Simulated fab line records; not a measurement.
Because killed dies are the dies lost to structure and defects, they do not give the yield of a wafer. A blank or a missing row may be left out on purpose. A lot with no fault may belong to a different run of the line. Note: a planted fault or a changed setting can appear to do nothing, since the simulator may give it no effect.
Which tool is to blame?	flow n5 finfet	Sampling: 24 lots, 72 wafers, 6 of 1938 route steps

## WHAT THE GAUGES READ, wafer by wafer
No reading from a measuring or inspecting step in the record can be judged against a usual standard deviation.

## TOOL THAT RAN EACH LOT (tool first, then ch and the chambers of the sampled wafers, then the start)
lot	N5_FIN_SAQP_MANDREL2_REMOVE_60	N5_FIN_CUT_PRECLEAN_35	N5_SD_EPI_N_DESCUM_14	N5_SD_EPI_N_LINER_46	N5_SD_EPI_P_ETCH_16	N5_SD_EPI_P_SD_RECESS_17
L074	rie si-05 ch 1,2,3, day 2 02:07	vapor etch-01 ch 0,1, day 2 03:53	rie diel-03 ch 2,3, day 3 00:19	ald sin-01 ch 2,3, day 3 04:02	rie diel-06 ch 0,2,3, day 3 05:38	rie si-04 ch 0,2,3, day 3 05:43
L075	rie si-02 ch 0,1,3, day 2 07:30	vapor etch-01 ch 0,1, day 2 09:36	rie diel-01 ch 2,3, day 3 09:12	ald sin-03 ch 1,2, day 3 13:50	rie diel-06 ch 1,2,3, day 3 15:04	rie si-01 ch 0,1,2, day 3 15:08
L076	rie si-02 ch 1,2,3, day 2 14:20	vapor etch-02 ch 1, day 2 16:55	rie diel-05 ch 0,3, day 3 13:31	ald sin-04 ch 0,1,3, day 3 17:27	rie diel-02 ch 1,3, day 3 18:48	rie si-01 ch 1,3, day 3 18:52
L077	rie si-03 ch 0,1,3, day 2 20:55	vapor etch-02 ch 0, day 3 00:49	rie diel-03 ch 0,1,2, day 3 22:45	ald sin-01 ch 0,2,3, day 4 03:11	rie diel-02 ch 0,2,3, day 4 04:25	rie si-04 ch 1,2,3, day 4 04:29
L078	rie si-02 ch 1,2, day 3 03:01	vapor etch-02 ch 0,1, day 3 04:42	rie diel-01 ch 1,2, day 4 05:41	ald sin-01 ch 0,2,3, day 4 09:23	rie diel-04 ch 0,1,3, day 4 10:44	rie si-01 ch 1,2,3, day 4 10:49
L079	rie si-02 ch 0,2,3, day 3 07:08	vapor etch-02 ch 0,1, day 3 09:04	rie diel-05 ch 0,1, day 4 06:41	ald sin-04 ch 1,2, day 4 11:07	rie diel-06 ch 0,1,2, day 4 12:28	rie si-06 ch 0,1,3, day 4 12:32
L080	rie si-03 ch 0,1, day 3 14:02	vapor etch-01 ch 0,1, day 3 15:50	rie diel-03 ch 0,3, day 4 13:25	ald sin-03 ch 0,3, day 4 17:17	rie diel-04 ch 0,1, day 4 18:38	rie si-06 ch 1,3, day 4 18:43
L082	rie si-03 ch 0,1,3, day 4 02:28	vapor etch-01 ch 1, day 4 04:13	rie diel-05 ch 1,3, day 5 09:12	ald sin-01 ch 2,3, day 5 12:53	rie diel-06 ch 0,1, day 5 14:14	rie si-04 ch 1,2, day 5 14:19
L081	rie si-02 ch 0,2, day 4 04:04	vapor etch-01 ch 0,1, day 4 06:01	rie diel-01 ch 1,2,3, day 5 05:12	ald sin-03 ch 0,2,3, day 5 10:58	rie diel-06 ch 0,1, day 5 12:11	rie si-06 ch 0,2,3, day 5 12:16
L083	rie si-02 ch 0,2,3, day 4 07:46	vapor etch-02 ch 0,1, day 4 09:26	rie diel-01 ch 0,1, day 5 10:41	ald sin-04 ch 1,3, day 5 15:08	rie diel-04 ch 0,1,3, day 5 16:24	rie si-06 ch 0,1,2, day 5 16:28
L084	rie si-05 ch 1,3, day 4 13:26	vapor etch-01 ch 0,1, day 4 15:09	rie diel-03 ch 0,1,3, day 5 15:15	ald sin-04 ch 0,2,3, day 5 19:01	rie diel-02 ch 0,1,2, day 5 20:22	rie si-04 ch 0,1,2, day 5 20:26
L085	rie si-02 ch 0,1,3, day 4 23:00	vapor etch-02 ch 0,1, day 5 00:46	rie diel-05 ch 1,2, day 6 02:19	ald sin-03 ch 0,2, day 6 06:45	rie diel-02 ch 0,1,2, day 6 07:59	rie si-01 ch 0,2,3, day 6 08:03
L086	rie si-03 ch 0,3, day 5 11:02	vapor etch-01 ch 0,1, day 5 13:42	rie diel-03 ch 0,1,2, day 6 09:47	ald sin-04 ch 1,2,3, day 6 13:28	rie diel-02 ch 2,3, day 6 15:07	rie si-01 ch 2,3, day 6 15:11
L087	rie si-05 ch 1,2,3, day 5 12:39	vapor etch-01 ch 0,1, day 5 14:32	rie diel-01 ch 0,1,2, day 6 13:54	ald sin-03 ch 1,3, day 6 18:20	rie diel-06 ch 1,2,3, day 6 19:42	rie si-04 ch 1,2,3, day 6 19:46
L088	rie si-05 ch 1,2,3, day 5 15:10	vapor etch-01 ch 1, day 5 17:03	rie diel-05 ch 0,3, day 6 16:59	ald sin-04 ch 1,2, day 6 21:26	rie diel-02 ch 1,2, day 6 22:52	rie si-06 ch 0,2, day 6 22:56
L089	rie si-05 ch 1,3, day 6 00:58	vapor etch-01 ch 0,1, day 6 03:09	rie diel-03 ch 0,1,3, day 6 23:36	ald sin-03 ch 0,3, day 7 03:17	rie diel-02 ch 0,3, day 7 04:40	rie si-04 ch 1,3, day 7 04:44
L090	rie si-02 ch 0,1,3, day 6 03:57	vapor etch-01 ch 0,1, day 6 05:47	rie diel-01 ch 0,1,3, day 7 04:15	ald sin-01 ch 0,2, day 7 07:59	rie diel-06 ch 2,3, day 7 09:20	rie si-06 ch 0,2, day 7 09:24
L091	rie si-03 ch 0,3, day 6 07:30	vapor etch-01 ch 1, day 6 09:20	rie diel-03 ch 0,1, day 7 07:51	ald sin-03 ch 0,1, day 7 11:53	rie diel-02 ch 0,2,3, day 7 13:14	rie si-01 ch 1,3, day 7 13:18
L092	rie si-02 ch 1,2, day 6 15:07	vapor etch-02 ch 0,1, day 6 16:53	rie diel-01 ch 1,2, day 7 13:29	ald sin-01 ch 0,2, day 7 18:09	rie diel-06 ch 0,2,3, day 7 19:34	rie si-01 ch 0,1,3, day 7 19:38
L093	rie si-02 ch 1,2, day 6 20:31	vapor etch-01 ch 0,1, day 6 22:38	rie diel-05 ch 0,2,3, day 7 20:19	ald sin-01 ch 0,2,3, day 8 00:03	rie diel-06 ch 1,3, day 8 02:07	rie si-04 ch 0,1,3, day 8 02:12
L094	rie si-05 ch 0,1,3, day 7 02:39	vapor etch-02 ch 0,1, day 7 04:20	rie diel-01 ch 0,1,2, day 8 01:20	ald sin-03 ch 1,2,3, day 8 05:34	rie diel-04 ch 0,3, day 8 07:16	rie si-04 ch 1,2,3, day 8 07:20
L095	rie si-03 ch 1,2, day 7 09:32	vapor etch-01 ch 0,1, day 7 11:31	rie diel-03 ch 2,3, day 8 08:23	ald sin-03 ch 1,2, day 8 12:23	rie diel-06 ch 0,1, day 8 13:37	rie si-06 ch 1,2,3, day 8 13:41
L096	rie si-03 ch 1,2,3, day 7 16:23	vapor etch-01 ch 0,1, day 7 18:43	rie diel-01 ch 0,1,3, day 8 17:39	ald sin-01 ch 0,2,3, day 8 22:16	rie diel-02 ch 0,1,2, day 8 23:38	rie si-01 ch 0,2,3, day 8 23:43
L097	rie si-05 ch 0,3, day 7 22:40	vapor etch-02 ch 0,1, day 8 00:43	rie diel-01 ch 0,2, day 8 22:18	ald sin-03 ch 2,3, day 9 02:55	rie diel-06 ch 2,3, day 9 04:16	rie si-01 ch 2,3, day 9 04:20
- N5_FIN_SAQP_MANDREL2_REMOVE_60: chemistry HBr/Cl2/O2, target a-Si, stops on SiNx, bt time 10 s.
- N5_FIN_CUT_PRECLEAN_35: cleans in vHF, time 13.3 s.
- N5_SD_EPI_N_DESCUM_14: chemistry O2, time 7.9 s.
- N5_SD_EPI_N_LINER_46: material SiNx, target thk 3 nm.
- N5_SD_EPI_P_ETCH_16: etches SiO2 in CHF3/O2, target depth 5 nm.
- N5_SD_EPI_P_SD_RECESS_17: chemistry HBr/Cl2/O2, target depth 39.1 nm, bt time 3 s.

## WHAT THE TOOLS THEMSELVES READ (means of the sampled wafers that have a number; where no wafer has one, the mark that the record gives instead)
N5_FIN_SAQP_MANDREL2_REMOVE_60. Usual: bias w 22.00 W, standard deviation 0.059; drypump motor current A 5.8 A, standard deviation 0.43; oes product au 1.004 a.u., standard deviation 0.02; throttle valve pct 36.5 %, standard deviation 0.31.
lot	tool	bias w (W)	drypump motor current A (A)	oes product au (a.u.)	throttle valve pct (%)	flag
L074	rie si-05	22.06	5.6	1.013	36.6	
L075	rie si-02	22.05	5.8	1.008	36.3	
L076	rie si-02	22.00	5.8	1.003	36.6	
L077	rie si-03	22.00	6.0	0.986	36.4	
L078	rie si-02	22.02	5.9	0.989	36.8	
L079	rie si-02	22.02	5.7	1.017	36.4	
L080	rie si-03	21.94	5.8	0.986	36.7	
L082	rie si-03	22.03	6.0	0.980	36.4	
L081	rie si-02	22.01	5.9	0.996	36.7	
L083	rie si-02	21.97	5.8	0.999	36.4	
L084	rie si-05	22.02	5.4	1.028	36.4	
L085	rie si-02	22.09	5.8	1.010	36.3	
L086	rie si-03	21.99	5.9	0.996	36.2	
L087	rie si-05	22.07	5.6	1.013	36.6	
L088	rie si-05	22.03	5.6	1.013	36.6	
L089	rie si-05	21.93	5.2	1.012	36.5	
L090	rie si-02	22.03	5.8	1.007	36.3	
L091	rie si-03	21.99	6.0	1.009	36.3	
L092	rie si-02	21.93	5.9	0.990	36.8	
L093	rie si-02	22.06	6.0	0.987	36.8	
L094	rie si-05	22.00	5.4	1.026	36.5	
L095	rie si-03	21.99	6.2	0.999	36.7	
L096	rie si-03	21.98	6.3	0.995	36.5	
L097	rie si-05	22.01	5.2	1.015	36.5	

N5_FIN_CUT_PRECLEAN_35. Usual: drypump motor current A 5.9 A, standard deviation 0.68.
lot	tool	drypump motor current A (A)	flag
L074	vapor etch-01	6.0	
L075	vapor etch-01	6.0	
L076	vapor etch-02	4.7	
L077	vapor etch-02	6.8	
L078	vapor etch-02	6.1	
L079	vapor etch-02	5.4	
L080	vapor etch-01	5.9	
L082	vapor etch-01	5.7	
L081	vapor etch-01	5.8	
L083	vapor etch-02	6.1	
L084	vapor etch-01	5.9	
L085	vapor etch-02	5.4	
L086	vapor etch-01	6.0	
L087	vapor etch-01	5.9	
L088	vapor etch-01	5.7	
L089	vapor etch-01	6.0	
L090	vapor etch-01	6.0	
L091	vapor etch-01	5.7	
L092	vapor etch-02	5.4	
L093	vapor etch-01	6.0	
L094	vapor etch-02	5.4	
L095	vapor etch-01	6.0	
L096	vapor etch-01	5.8	
L097	vapor etch-02	5.4	

N5_SD_EPI_N_DESCUM_14. Usual: drypump motor current A 5.7 A, standard deviation 0.33; oes product au 0.80 a.u., standard deviation 0.098; rf vpp V 243.5 V, standard deviation 1.4; showerhead plenum p Torr 2.10 Torr, standard deviation 0.08; throttle valve pct 20.44 %, standard deviation 0.21.
lot	tool	drypump motor current A (A)	oes product au (a.u.)	rf vpp V (V)	showerhead plenum p Torr (Torr)	throttle valve pct (%)	flag
L074	rie diel-03	5.6	0.87	242.7	2.10	20.26	
L075	rie diel-01	5.5	0.68	241.8	2.03	20.52	
L076	rie diel-05	5.6	0.74	242.9	2.06	20.42	
L077	rie diel-03	5.5	0.75	243.6	2.06	20.54	
L078	rie diel-01	6.1	0.75	244.3	2.17	20.44	
L079	rie diel-05	5.8	0.83	242.6	2.10	20.18	
L080	rie diel-03	5.5	0.78	244.2	2.16	20.59	
L082	rie diel-05	5.6	0.85	243.7	2.12	20.47	
L081	rie diel-01	5.8	0.73	242.8	2.11	20.47	
L083	rie diel-01	6.1	0.82	244.1	2.14	20.37	
L084	rie diel-03	5.5	0.78	243.8	2.09	20.53	
L085	rie diel-05	5.8	0.96	242.6	2.08	20.48	
L086	rie diel-03	5.6	0.73	242.2	2.05	20.56	
L087	rie diel-01	6.1	0.77	244.8	2.15	20.42	
L088	rie diel-05	5.5	0.90	243.2	2.04	20.41	
L089	rie diel-03	5.5	0.76	243.7	2.09	20.54	
L090	rie diel-01	5.7	0.75	243.6	2.10	20.45	
L091	rie diel-03	5.4	0.72	242.6	2.04	20.65	
L092	rie diel-01	6.1	0.88	244.4	2.19	20.37	
L093	rie diel-05	5.7	0.88	243.0	2.04	20.45	
L094	rie diel-01	6.1	0.86	244.4	2.14	20.36	
L095	rie diel-03	5.7	0.78	242.5	2.04	20.34	
L096	rie diel-01	5.7	0.85	244.0	2.18	20.33	
L097	rie diel-01	6.2	0.89	243.9	2.11	20.31	

N5_SD_EPI_N_LINER_46. Usual: heater power w 823 W, standard deviation 51.
lot	tool	heater power w (W)	flag
L074	ald sin-01	822	
L075	ald sin-03	829	
L076	ald sin-04	859	
L077	ald sin-01	821	
L078	ald sin-01	822	
L079	ald sin-04	845	
L080	ald sin-03	786	
L082	ald sin-01	828	
L081	ald sin-03	812	
L083	ald sin-04	835	
L084	ald sin-04	859	
L085	ald sin-03	776	
L086	ald sin-04	826	
L087	ald sin-03	781	
L088	ald sin-04	839	
L089	ald sin-03	757	
L090	ald sin-01	821	
L091	ald sin-03	748	
L092	ald sin-01	827	
L093	ald sin-01	827	
L094	ald sin-03	822	
L095	ald sin-03	836	
L096	ald sin-01	823	
L097	ald sin-03	858	

N5_SD_EPI_P_ETCH_16. Usual: bias w 170.0 W, standard deviation 0.5; drypump motor current A 5.4 A, standard deviation 0.42; oes product au 0.77 a.u., standard deviation 0.084; rf vpp V 523 V, standard deviation 13; showerhead plenum p Torr 2.39 Torr, standard deviation 0.075; throttle valve pct 19.0 %, standard deviation 0.31.
lot	tool	bias w (W)	drypump motor current A (A)	oes product au (a.u.)	rf vpp V (V)	showerhead plenum p Torr (Torr)	throttle valve pct (%)	flag
L074	rie diel-06	169.9	5.1	0.80	519	2.40	19.1	
L075	rie diel-06	169.6	5.1	0.72	522	2.37	19.1	
L076	rie diel-02	169.8	5.6	0.86	514	2.35	18.8	
L077	rie diel-02	169.9	5.6	0.76	527	2.38	19.1	
L078	rie diel-04	170.4	5.8	0.75	533	2.43	18.9	
L079	rie diel-06	170.0	5.1	0.75	528	2.38	19.1	
L080	rie diel-04	170.4	5.9	0.74	526	2.38	19.0	
L082	rie diel-06	169.7	5.2	0.74	535	2.31	19.1	
L081	rie diel-06	170.5	5.3	0.81	532	2.33	19.0	
L083	rie diel-04	170.5	5.8	0.74	532	2.43	18.8	
L084	rie diel-02	170.5	5.9	0.78	516	2.38	18.8	
L085	rie diel-02	169.9	5.9	0.77	517	2.38	18.8	
L086	rie diel-02	170.3	5.5	0.72	534	2.37	18.9	
L087	rie diel-06	170.0	5.1	0.70	522	2.36	19.1	
L088	rie diel-02	170.3	5.8	0.74	522	2.37	18.6	
L089	rie diel-02	169.2	5.4	0.78	527	2.37	19.4	
L090	rie diel-06	170.0	5.0	0.69	515	2.43	19.1	
L091	rie diel-02	170.3	5.6	0.73	527	2.38	19.2	
L092	rie diel-06	170.0	5.2	0.75	520	2.38	19.1	
L093	rie diel-06	170.4	5.2	0.89	535	2.48	18.8	
L094	rie diel-04	169.7	5.4	0.70	524	2.46	19.0	
L095	rie diel-06	170.7	5.2	0.91	541	2.49	18.8	
L096	rie diel-02	170.2	5.9	0.75	516	2.37	18.8	
L097	rie diel-06	170.1	5.0	0.87	516	2.42	18.8	

N5_SD_EPI_P_SD_RECESS_17. Usual: bias w 112.0 W, standard deviation 0.34; drypump motor current A 5.6 A, standard deviation 0.41; oes product au 0.999 a.u., standard deviation 0.012; throttle valve pct 37.2 %, standard deviation 0.35.
lot	tool	bias w (W)	drypump motor current A (A)	oes product au (a.u.)	throttle valve pct (%)	flag
L074	rie si-04	112.0	5.7	1.004	37.4	
L075	rie si-01	112.0	5.5	1.000	37.3	
L076	rie si-01	112.2	5.2	1.006	37.6	
L077	rie si-04	111.8	5.6	1.008	37.1	
L078	rie si-01	112.0	5.4	1.001	37.4	
L079	rie si-06	111.9	6.1	0.995	37.0	
L080	rie si-06	111.7	6.0	1.006	36.8	
L082	rie si-04	112.1	5.2	1.012	37.2	
L081	rie si-06	111.5	6.1	0.992	37.1	
L083	rie si-06	112.0	5.7	1.001	37.0	
L084	rie si-04	112.1	5.5	0.999	37.4	
L085	rie si-01	111.4	5.5	0.996	37.1	
L086	rie si-01	112.1	5.3	0.999	37.2	
L087	rie si-04	112.1	5.6	1.007	37.1	
L088	rie si-06	111.9	5.8	1.000	37.3	
L089	rie si-04	111.9	5.9	1.005	37.1	
L090	rie si-06	112.0	5.8	0.988	37.1	
L091	rie si-01	112.3	5.1	0.994	37.4	
L092	rie si-01	112.1	5.3	0.996	37.4	
L093	rie si-04	112.2	5.8	1.001	37.4	
L094	rie si-04	111.9	5.6	1.006	37.1	
L095	rie si-06	112.0	6.0	0.997	36.8	
L096	rie si-01	111.6	5.5	0.992	37.1	
L097	rie si-01	111.9	5.3	0.996	37.2	

## THE ANSWER, worked out from the rows above alone
Rule: lot off if the mean of its wafers having a number is beyond 3 standard deviations from the usual mean. A lot without any number at a reading at which 4 lots or more have one is off too. The other lots that the step has rows for count as sound. The gauges are gone through in route order, then the tools' own readings, and for those a lot's mean is taken as printed above. The first step at which some lot is off is used, and at that step the reading that is off furthest; a lot without a number counts as furthest.
No lot is off at any reading shown: from this, nothing can be told.

## WHAT HAD BEEN PUT IN BY THE SIMULATOR
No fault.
